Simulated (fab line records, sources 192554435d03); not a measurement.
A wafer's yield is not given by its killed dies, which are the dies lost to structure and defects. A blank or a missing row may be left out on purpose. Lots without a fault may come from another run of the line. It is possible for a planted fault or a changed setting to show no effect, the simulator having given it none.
Chamber matching ; flow n5-finfet ; N5_GATE_CUT_DESCUM_18 on rie-diel-01: 4 sister chambers
The step chemistry O2, time 7 s. 8 wafers are shown with their chamber, then 8 later ones without.

WAFERS WITH THEIR CHAMBER
wafer;chamber;showerhead-plenum-p-Torr (Torr);drypump-motor-current-A (A)
L077.2;2;2.03;5.2
L078.5;3;2.18;5.6
L078.6;2;2.03;5.2
L079.6;1;2.04;5.7
L087.1;0;2.06;4.9
L087.4;1;2.03;5.8
L087.5;0;2.06;4.9
L092.4;3;2.17;5.6

WAFERS WHOSE CHAMBER IS MISSING
wafer;showerhead-plenum-p-Torr (Torr);drypump-motor-current-A (A)
L092.5;2.06;4.9
L092.6;2.02;5.2
L094.1;2.06;4.9
L094.4;2.03;5.8
L094.5;2.02;5.2
L096.3;2.03;5.8
L096.4;2.02;5.2
L096.6;2.06;5.0

WHICH CHAMBER EACH WENT THROUGH
wafer;from the rows above;in truth
L092.5;0;0
L092.6;2;2
L094.1;0;0
L094.4;1;1
L094.5;2;2
L096.3;1;1
L096.4;2;2
L096.6;0;0
8 of 8 placed correctly. Can't be placed from these rows: 0. Wrongly placed: 0.
How it was worked out, from the rows above alone: a wafer's distance from a chamber is the root of the sum, over the readings, of the square of ((its reading less the chamber's mean) divided by the reading's scatter). The wafer belongs to the nearest chamber; if the next one is less than 2 further off, it can't be placed. A chamber's mean is the mean of its shown wafers. The scatter: the root of (the sum of the squares of (reading less its chamber's mean) over the shown wafers, divided by (wafers less chambers)).
